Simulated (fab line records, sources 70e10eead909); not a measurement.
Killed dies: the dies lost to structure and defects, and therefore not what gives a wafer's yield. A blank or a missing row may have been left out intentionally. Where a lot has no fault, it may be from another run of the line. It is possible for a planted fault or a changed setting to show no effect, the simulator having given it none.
fab line records	flow nandHarc	part 1 of 2: steps 1 to 13 of 24
[record] lots = 5	wafers = 15	lastDay = 29
route steps=1302 shown A_CHANNEL_HOLE_D2@591 A_CHANNEL_FILL_D2@610
lots that met no fault: from a run of the same line without faults
startH: the number of hours between the record's first day and the start of the first shown wafer of the lot	waitH: how many hours have passed since the lot's step before this one	" as in the row above	L1.1+2: several wafers, shown together as one row	- no value present, or no start provided	* or withheld: withheld	< > ~ a bound
route shown NAME@n: names a module that has steps shown in the file, with the first one's number in the route	usual: mean/standard deviation of fault-free wafers	same: alike in all rows	chamber/n: place in a boat	sites: per-site readings	_std_site: standard deviation across them	_edge_site: outer sites' mean less inner sites'	radiusMm: how far each site lies from the wafer's centre	mask NAME#n: copy n	behind: the tool/chamber that last shaped the wafer	hold: cause of the lot's hold/its duration in hours/its outcome	device: which transistor (n, p or np) failed to switch	end of line: the route-end tests of the same wafers	for a step that has no rows: nothing shown but its recipe	killed: the dies lost at the first sort to structure and to defects; this is not the yield of the wafer	map: dies across one wafer; x = killed, . = not, _ = none there
set.NAME: setting as actually run; set.NAME@STEP: the setting as run at that earlier step	model.NAME: the simulator's own value behind a step, which no gauge read
lots seen at some steps along the route; tables by step, rows by wafer
services: when a tool's chamber went out of use (startH, in hours from the record's first day, below 0 if earlier), for how many hours, and the reason
[[steps]]
[step NHARC_A_CHANNEL_HOLE_D2_ETCH_19]
[recipe] biasV = 1200	sourceW = 2500	pressureMtorr = 15	timeS = 34.5	arFlowSccm = 375	c4f8FlowSccm = 28.8	o2FlowSccm = 96.2	tempC = -20	targetDepthA = *	chemistry = C4F8/O2/Ar
[usual] drypumpMotorCurrentA = 5.5/0.44	o2FlowSccm = 96.19/0.28	oesAirLineAu = 0.994/0.022	showerheadPlenumPTorr = 3.71/0.13	throttleValvePct = 37.038/0.0093
lot.wafer	tool	chamber	startH	waitH	drypumpMotorCurrentA	o2FlowSccm	oesAirLineAu	rfHoursCounterH	showerheadPlenumPTorr	throttleValvePct
L074.3	harEtch-01	1	289.80	0.1	6.1	96.11	0.991	-	3.63	37.034
L074.4	"	0	"	"	4.8	95.96	0.969	-	3.74	37.054
L074.6	"	1	"	"	6.0	96.37	1.016	-	3.63	37.035
L078.4	harEtch-01	1	333.93	2.3	6.0	96.39	0.999	-	3.61	37.029
L078.3	"	0	"	"	4.8	95.65	0.990	-	3.73	37.032
L078.6	"	0	"	"	4.8	95.75	0.963	-	3.73	37.034
L081.4	harEtch-02	0	349.07	0.1	5.6	95.70	0.969	-	3.57	37.025
L081.6	"	0	"	"	5.6	96.11	0.955	-	3.57	37.031
L081.5	"	1	"	"	5.5	96.34	0.950	-	3.75	37.040
L082.2	harEtch-02	1	373.72	2.1	5.5	96.01	0.983	413	3.74	37.021
L082.1	"	0	"	"	5.6	96.09	1.025	399	3.56	37.052
L082.6	"	0	"	"	5.5	96.21	0.992	-	3.56	37.045
L087.1	harEtch-02	1	429.99	0.1	5.5	95.53	0.999	15	3.73	37.052
L087.4	"	0	"	"	5.6	96.20	1.028	-	3.98	37.029
L087.3	"	1	"	"	5.5	96.11	0.979	-	3.73	37.039
[step NHARC_A_CHANNEL_HOLE_D2_ETCH_20]
[recipe] biasV = 3000	sourceW = withheld	pressureMtorr = 20	timeS = 361.9	arFlowSccm = 375	c4f8FlowSccm = 89.3	o2FlowSccm = 35.7	tempC = -20	targetDepthA = 16000	chemistry = C4F8/O2/Ar
[usual] drypumpMotorCurrentA = 5.5/0.44	o2FlowSccm = 35.71/0.1	oesAirLineAu = 0.997/0.019	showerheadPlenumPTorr = 3.67/0.12	throttleValvePct = 32.156/0.0099
lot.wafer	tool	chamber	startH	waitH	drypumpMotorCurrentA	o2FlowSccm	oesAirLineAu	rfHoursCounterH	showerheadPlenumPTorr	throttleValvePct
L074.3	harEtch-01	1	289.98	0.2	6.0	35.63	0.994	-	3.59	32.161
L074.4	"	0	"	"	4.8	35.73	0.996	-	3.70	32.154
L074.6	"	1	"	"	6.0	35.66	0.993	-	3.59	32.170
L078.4	harEtch-01	1	334.11	0.2	6.0	35.68	1.019	-	3.58	32.148
L078.3	"	0	"	"	4.8	35.65	1.014	-	3.68	32.153
L078.6	"	0	"	"	4.8	35.64	0.997	-	3.68	32.166
L081.4	harEtch-02	0	349.24	0.2	5.5	35.64	1.009	-	3.53	32.171
L081.6	"	0	"	"	5.6	35.64	0.996	-	3.53	32.160
L081.5	"	1	"	"	5.5	35.65	0.993	-	3.71	32.163
L082.2	harEtch-02	1	373.83	0.1	5.5	35.61	0.978	413	3.70	32.152
L082.1	"	0	"	"	5.6	35.83	0.999	399	3.52	32.153
L082.6	"	0	"	"	5.6	35.73	0.995	-	3.52	32.157
L087.1	harEtch-02	1	430.13	0.1	5.5	35.67	0.969	15	3.69	32.147
L087.4	"	0	"	"	5.5	35.76	0.990	-	3.92	32.145
L087.3	"	1	"	"	5.5	35.68	0.987	-	3.69	32.156
[step NHARC_A_CHANNEL_HOLE_D2_ETCH_21]
[recipe] biasV = 3000	sourceW = withheld	pressureMtorr = 20	timeS = 514.3	arFlowSccm = 375	c4f8FlowSccm = 89.3	o2FlowSccm = 35.7	tempC = -20	targetDepthA = 16000	chemistry = C4F8/O2/Ar
[usual] drypumpMotorCurrentA = 5.5/0.44	o2FlowSccm = 35.68/0.11	oesAirLineAu = 0.998/0.021	showerheadPlenumPTorr = 3.67/0.12	throttleValvePct = 32.154/0.0086
lot.wafer	tool	chamber	startH	waitH	drypumpMotorCurrentA	o2FlowSccm	oesAirLineAu	rfHoursCounterH	showerheadPlenumPTorr	throttleValvePct
L074.3	harEtch-01	1	290.33	0.3	6.1	35.73	0.996	-	3.59	32.147
L074.4	"	0	"	"	4.8	35.79	0.996	-	3.70	32.147
L074.6	"	1	"	"	6.1	35.61	1.015	-	3.59	32.158
L078.4	harEtch-01	1	334.46	0.3	6.1	35.85	0.990	-	3.58	32.154
L078.3	"	0	"	"	4.8	35.68	0.989	-	3.68	32.149
L078.6	"	0	"	"	4.8	35.64	1.018	-	3.68	32.146
L081.4	harEtch-02	0	349.60	0.3	5.5	35.62	0.972	-	3.53	32.159
L081.6	"	0	"	"	5.5	35.82	0.977	-	3.53	32.173
L081.5	"	1	"	"	5.5	35.77	1.004	-	3.71	32.151
L082.2	harEtch-02	1	374.15	0.3	5.5	35.65	0.975	414	3.70	32.144
L082.1	"	0	"	"	5.5	35.37	0.977	399	3.53	32.139
L082.6	"	0	"	"	5.6	35.57	0.992	-	3.52	32.161
L087.1	harEtch-02	1	430.47	0.3	5.5	35.68	1.029	16	3.69	32.153
L087.4	"	0	"	"	5.6	35.86	0.975	-	3.92	32.152
L087.3	"	1	"	"	5.5	35.66	0.992	-	3.69	32.159
[step NHARC_A_CHANNEL_HOLE_D2_ETCH_22]
[recipe] biasV = 3000	sourceW = withheld	pressureMtorr = 20	timeS = 666.7	arFlowSccm = 375	c4f8FlowSccm = 89.3	o2FlowSccm = 35.7	tempC = -20	targetDepthA = 16000	chemistry = C4F8/O2/Ar
[usual] drypumpMotorCurrentA = 5.5/0.45	o2FlowSccm = 35.72/0.098	oesAirLineAu = 1.000/0.017	showerheadPlenumPTorr = 3.67/0.12	throttleValvePct = 32.155/0.0088
lot.wafer	tool	chamber	startH	waitH	drypumpMotorCurrentA	o2FlowSccm	oesAirLineAu	rfHoursCounterH	showerheadPlenumPTorr	throttleValvePct
L074.3	harEtch-01	1	290.82	0.4	6.1	35.74	1.012	-	3.59	32.165
L074.4	"	0	"	"	4.8	35.63	0.998	-	3.70	32.158
L074.6	"	1	"	"	6.0	35.77	0.988	-	3.59	32.181
L078.4	harEtch-01	1	334.94	0.4	6.1	35.79	1.007	-	3.58	32.152
L078.3	"	0	"	"	4.8	35.69	1.021	-	3.68	32.156
L078.6	"	0	"	"	4.8	35.51	0.977	-	3.68	32.163
L081.4	harEtch-02	0	350.08	0.4	5.6	35.81	0.974	-	3.53	32.158
L081.6	"	0	"	"	5.6	35.88	0.987	-	3.53	32.151
L081.5	"	1	"	"	5.5	35.54	1.030	-	3.71	32.146
L082.2	harEtch-02	1	374.59	0.4	5.5	35.72	1.009	414	3.70	32.154
L082.1	"	0	"	"	5.6	35.61	0.984	399	3.53	32.156
L082.6	"	0	"	"	5.6	35.76	1.000	-	3.52	32.149
L087.1	harEtch-02	1	430.92	0.4	5.5	35.75	1.006	16	3.69	32.152
L087.4	"	0	"	"	5.5	35.80	1.006	-	3.92	32.151
L087.3	"	1	"	"	5.5	35.61	1.015	-	3.69	32.145
[step NHARC_A_CHANNEL_HOLE_D2_ETCH_23]
[recipe] biasV = 5000	sourceW = withheld	pressureMtorr = 20	timeS = 819	arFlowSccm = 375	c4f8FlowSccm = 89.3	o2FlowSccm = 35.7	tempC = -20	targetDepthA = 16000	chemistry = C4F8/O2/Ar
[usual] drypumpMotorCurrentA = 5.5/0.44	o2FlowSccm = 35.69/0.098	oesAirLineAu = 0.997/0.017	showerheadPlenumPTorr = 3.67/0.12	throttleValvePct = 32.154/0.0098
lot.wafer	tool	chamber	startH	waitH	drypumpMotorCurrentA	o2FlowSccm	oesAirLineAu	rfHoursCounterH	showerheadPlenumPTorr	throttleValvePct
L074.3	harEtch-01	1	291.43	0.5	6.0	35.89	1.019	-	3.59	32.166
L074.4	"	0	"	"	4.8	35.62	0.978	-	3.70	32.155
L074.6	"	1	"	"	6.0	35.75	1.021	-	3.59	32.153
L078.4	harEtch-01	1	335.56	0.5	6.1	35.65	1.016	-	3.58	32.154
L078.3	"	0	"	"	4.8	35.76	1.005	-	3.68	32.159
L078.6	"	0	"	"	4.8	35.64	0.969	-	3.68	32.144
L081.4	harEtch-02	0	350.68	0.5	5.6	35.73	0.997	-	3.53	32.159
L081.6	"	0	"	"	5.5	35.64	0.993	-	3.53	32.156
L081.5	"	1	"	"	5.5	35.73	1.020	-	3.71	32.161
L082.2	harEtch-02	1	375.16	0.5	5.5	35.57	0.940	415	3.70	32.165
L082.1	"	0	"	"	5.6	35.66	1.006	400	3.52	32.166
L082.6	"	0	"	"	5.5	35.55	1.014	-	3.52	32.165
L087.1	harEtch-02	1	431.52	0.5	5.4	35.88	0.993	17	3.69	32.138
L087.4	"	0	"	"	5.5	35.78	0.965	-	3.92	32.157
L087.3	"	1	"	"	5.5	35.72	0.984	-	3.69	32.152
[step NHARC_A_CHANNEL_HOLE_D2_ETCH_24]
[recipe] biasV = 5000	sourceW = withheld	pressureMtorr = 20	timeS = 906.2	arFlowSccm = 375	c4f8FlowSccm = 93.8	o2FlowSccm = 31.2	tempC = -20	targetDepthA = 15000	chemistry = C4F8/O2/Ar
[usual] drypumpMotorCurrentA = 5.5/0.45	o2FlowSccm = 31.19/0.098	oesAirLineAu = 0.996/0.017	showerheadPlenumPTorr = 3.66/0.12	throttleValvePct = 32.237/0.0096
lot.wafer	tool	chamber	startH	waitH	drypumpMotorCurrentA	o2FlowSccm	oesAirLineAu	rfHoursCounterH	showerheadPlenumPTorr	throttleValvePct
L074.3	harEtch-01	1	292.16	0.6	6.1	31.27	1.011	-	3.58	32.245
L074.4	"	0	"	"	4.8	31.34	0.990	-	3.69	32.240
L074.6	"	1	"	"	6.0	31.27	0.993	-	3.58	32.246
L078.4	harEtch-01	1	336.27	0.6	6.0	31.21	0.985	-	3.57	32.221
L078.3	"	0	"	"	4.8	31.19	1.005	-	3.68	32.235
L078.6	"	0	"	"	4.8	31.10	0.984	-	3.68	32.245
L081.4	harEtch-02	0	351.40	0.6	5.6	31.29	0.996	-	3.53	32.237
L081.6	"	0	"	"	5.6	31.22	0.993	-	3.53	32.243
L081.5	"	1	"	"	5.5	31.05	0.996	-	3.70	32.238
L082.2	harEtch-02	1	375.85	0.6	5.5	31.30	0.983	415	3.70	32.236
L082.1	"	0	"	"	5.6	31.13	0.998	401	3.52	32.225
L082.6	"	0	"	"	5.6	31.14	1.015	-	3.52	32.244
L087.1	harEtch-02	1	432.23	0.6	5.5	31.14	0.973	17	3.69	32.236
L087.4	"	0	"	"	5.6	31.00	0.977	-	3.92	32.229
L087.3	"	1	"	"	5.5	30.98	1.007	-	3.69	32.227
[step NHARC_A_CHANNEL_HOLE_D2_ETCH_25]
[recipe] biasV = 5000	sourceW = withheld	pressureMtorr = 20	timeS = 1040.2	arFlowSccm = 375	c4f8FlowSccm = 93.8	o2FlowSccm = 31.2	tempC = -20	targetDepthA = 15000	chemistry = C4F8/O2/Ar
[usual] drypumpMotorCurrentA = 5.5/0.45	o2FlowSccm = 31.22/0.094	oesAirLineAu = 0.998/0.019	showerheadPlenumPTorr = 3.66/0.12	throttleValvePct = 32.237/0.0092
lot.wafer	tool	chamber	startH	waitH	drypumpMotorCurrentA	o2FlowSccm	oesAirLineAu	rfHoursCounterH	showerheadPlenumPTorr	throttleValvePct
L074.3	harEtch-01	1	292.97	0.7	6.1	31.44	0.995	-	3.58	32.245
L074.4	"	0	"	"	4.8	31.33	0.974	-	3.69	32.229
L074.6	"	1	"	"	6.1	31.22	1.010	-	3.58	32.215
L078.4	harEtch-01	1	337.08	0.7	6.0	31.06	1.005	-	3.57	32.235
L078.3	"	0	"	"	4.8	31.13	0.996	-	3.68	32.239
L078.6	"	0	"	"	4.8	31.35	0.961	-	3.68	32.248
L081.4	harEtch-02	0	352.21	0.7	5.6	31.24	0.985	-	3.53	32.230
L081.6	"	0	"	"	5.6	31.28	1.003	-	3.53	32.233
L081.5	"	1	"	"	5.5	31.41	1.015	-	3.70	32.241
L082.2	harEtch-02	1	376.61	0.6	5.5	31.19	0.988	416	3.70	32.226
L082.1	"	0	"	"	5.6	31.06	1.041	402	3.52	32.246
L082.6	"	0	"	"	5.6	31.19	0.972	-	3.52	32.236
L087.1	harEtch-02	1	433.03	0.7	5.5	31.40	1.009	18	3.69	32.245
L087.4	"	0	"	"	5.6	31.28	1.006	-	3.92	32.249
L087.3	"	1	"	"	5.5	31.22	1.001	-	3.69	32.241
[step NHARC_A_CHANNEL_HOLE_D2_ETCH_26]
[recipe] biasV = 300	sourceW = 2000	pressureMtorr = 30	timeS = 224.1	arFlowSccm = 375	c4f8FlowSccm = 11.4	o2FlowSccm = 113.6	tempC = -20	targetDepthA = 3000	chemistry = C4F8/O2/Ar
[usual] drypumpMotorCurrentA = 5.5/0.45	o2FlowSccm = 113.6/0.36	oesAirLineAu = 1.003/0.019	showerheadPlenumPTorr = 3.71/0.13	throttleValvePct = 24.584/0.0085
lot.wafer	tool	chamber	startH	waitH	drypumpMotorCurrentA	o2FlowSccm	oesAirLineAu	rfHoursCounterH	showerheadPlenumPTorr	throttleValvePct
L074.3	harEtch-01	1	293.63	0.5	6.0	114.1	1.004	-	3.63	24.573
L074.4	"	0	"	"	4.8	113.0	0.976	-	3.74	24.575
L074.6	"	1	"	"	6.1	113.2	0.979	-	3.63	24.595
L078.4	harEtch-01	1	337.73	0.5	6.0	113.4	1.036	-	3.61	24.569
L078.3	"	0	"	"	4.8	113.6	1.011	-	3.73	24.573
L078.6	"	0	"	"	4.8	114.2	0.971	-	3.73	24.578
L081.4	harEtch-02	0	352.86	0.5	5.6	113.9	1.033	-	3.57	24.586
L081.6	"	0	"	"	5.6	113.7	1.013	-	3.57	24.566
L081.5	"	1	"	"	5.5	114.3	0.998	-	3.75	24.595
L082.2	harEtch-02	1	377.48	0.7	5.5	114.0	1.003	417	3.75	24.572
L082.1	"	0	"	"	5.6	113.5	1.010	402	3.56	24.596
L082.6	"	0	"	"	5.5	114.0	0.999	-	3.56	24.591
L087.1	harEtch-02	1	433.79	0.6	5.5	113.7	1.008	19	3.73	24.579
L087.4	"	0	"	"	5.6	113.6	0.991	-	3.98	24.577
L087.3	"	1	"	"	5.5	113.4	1.011	-	3.73	24.576
[step NHARC_A_CHANNEL_HOLE_D2_ETCH_27]
[recipe] biasV = 400	sourceW = 2000	pressureMtorr = 25	timeS = 90	arFlowSccm = 375	c4f8FlowSccm = 41.7	o2FlowSccm = 83.3	tempC = -20	targetDepthA = 4000	chemistry = C4F8/O2/Ar
[usual] drypumpMotorCurrentA = 5.5/0.44	o2FlowSccm = 83.29/0.25	oesAirLineAu = 1.000/0.019	showerheadPlenumPTorr = 3.70/0.13	throttleValvePct = 27.620/0.0081
lot.wafer	tool	chamber	startH	waitH	drypumpMotorCurrentA	o2FlowSccm	oesAirLineAu	rfHoursCounterH	showerheadPlenumPTorr	throttleValvePct
L074.3	harEtch-01	1	293.83	0.2	6.1	83.40	1.047	-	3.62	27.620
L074.4	"	0	"	"	4.8	83.00	1.009	-	3.73	27.603
L074.6	"	1	"	"	6.0	83.05	1.019	-	3.62	27.624
L078.4	harEtch-01	1	337.92	0.2	6.0	83.75	0.974	-	3.61	27.622
L078.3	"	0	"	"	4.8	83.41	1.006	-	3.72	27.633
L078.6	"	0	"	"	4.8	83.01	1.020	-	3.72	27.614
L081.4	harEtch-02	0	353.06	0.2	5.6	83.34	0.994	-	3.57	27.613
L081.6	"	0	"	"	5.6	83.40	0.990	-	3.57	27.618
L081.5	"	1	"	"	5.5	83.32	1.031	-	3.75	27.614
L082.2	harEtch-02	1	377.68	0.2	5.5	83.24	0.979	417	3.74	27.628
L082.1	"	0	"	"	5.5	82.90	0.997	402	3.56	27.629
L082.6	"	0	"	"	5.5	82.61	0.976	-	3.56	27.619
L087.1	harEtch-02	1	433.99	0.2	5.5	83.04	1.007	19	3.73	27.608
L087.4	"	0	"	"	5.6	82.98	0.995	-	3.97	27.621
L087.3	"	1	"	"	5.5	83.62	0.992	-	3.73	27.612
[step NHARC_A_CHANNEL_HOLE_D2_STRIP_41]
[recipe] n2FlowSccm = 150	h2FlowSccm = 150	arFlowSccm = 0	biasW = 0	chemistry = N2/H2
lot.wafer	tool	chamber	startH	waitH
L074.3+4+6	rieDiel-01	3,2,3	294.29	0.4
L078.3+4+6	rieDiel-12	3,0,3	338.40	0.4
L081.4+6+5	rieDiel-12	3,3,0	353.52	0.4
L082.1+2+6	rieDiel-12	2,3,0	378.22	0.5
L087.1+3+4	rieDiel-12	3,0,0	434.50	0.5
[step NHARC_A_CHANNEL_HOLE_D2_STRIP_42]
[recipe] cf4FlowSccm = 100	chf3FlowSccm = 30	arFlowSccm = 0	biasW = 0	chemistry = CF4/CHF3
lot.wafer	tool	chamber	startH	waitH
L074.4+3+6	rieDiel-01	0,2,0	294.39	0.1
L078.3+4+6	rieDiel-12	0,1,2	338.49	0.1
L081.4+5+6	rieDiel-12	0,0,1	353.62	0.1
L082.1+2+6	rieDiel-12	2,3,2	378.30	0.1
L087.1+3+4	rieDiel-12	3,0,0	434.60	0.1
[step NHARC_A_CHANNEL_HOLE_D2_STRIP_43]
[recipe] o2FlowSccm = 400	cosFlowSccm = 20	arFlowSccm = 0	biasW = 0	chemistry = O2/COS
lot.wafer	tool	chamber	startH	waitH
L074.3+4+6	rieDiel-01	2,3,2	294.45	0.1
L078.3+4+6	rieDiel-12	2,3,2	338.55	0.1
L081.4+6+5	rieDiel-12	2,2,3	353.68	0.1
L082.2+1+6	rieDiel-12	0,2,1	378.36	0.1
L087.1+3+4	rieDiel-12	1,0,3	434.67	0.1
[step NHARC_A_CHANNEL_HOLE_D2_ETCH_44]
[recipe] targetDepthA = 1400	overetchA = 140	timeS = 77	ionEnergyEv = 100	cf4FlowSccm = 80	o2FlowSccm = 20	arFlowSccm = 0	rfW = 300	biasW = 100	chemistry = CF4/O2
[usual] drypumpMotorCurrentA = 5.9/0.55	o2FlowSccm = 19.99/0.06	oesProductAu = 1.001/0.011	rfVppV = 197.6/1.2	showerheadPlenumPTorr = 1.32/0.046	throttleValvePct = 13.398/0.0093
lot.wafer	tool	chamber	startH	waitH	drypumpMotorCurrentA	o2FlowSccm	oesProductAu	rfHoursCounterH	rfVppV	showerheadPlenumPTorr	throttleValvePct
L074.3	rieDiel-01	1	294.51	0.1	5.4	19.93	1.006	2.5	197.2	1.25	13.384
L074.4	"	2	"	"	5.9	20.07	0.999	2.3	198.4	1.35	13.403
L074.6	"	1	"	"	5.4	19.85	1.011	-	194.9	1.25	13.390
L078.3	rieDiel-12	2	338.61	0.1	6.2	19.95	0.986	4.0	197.0	1.32	13.399
L078.4	"	3	"	"	6.2	19.93	0.997	3.5	196.2	1.28	13.399
L078.6	"	3	"	"	6.2	20.00	0.992	-	193.7	1.28	13.386
L081.4	rieDiel-12	1	353.75	0.1	4.9	19.91	1.019	4.4	199.2	1.35	13.405
L081.6	"	0	"	"	5.7	19.99	1.011	-	197.9	1.38	13.392
L081.5	"	1	"	"	4.8	19.89	1.019	-	197.5	1.35	13.384
L082.1	rieDiel-12	3	378.42	0.1	6.2	20.03	0.993	5.5	197.2	1.28	13.384
L082.2	"	0	"	"	5.7	20.00	1.012	5.7	198.6	1.38	13.396
L082.6	"	0	"	"	5.7	20.04	1.021	-	198.9	1.38	13.392
L087.3	rieDiel-12	3	434.75	0.1	6.3	19.92	1.006	7.7	195.7	1.28	13.420
L087.1	"	0	"	"	5.7	20.04	1.027	8.0	198.3	1.38	13.391
L087.4	"	0	"	"	5.7	20.04	1.029	-	198.8	1.38	13.412
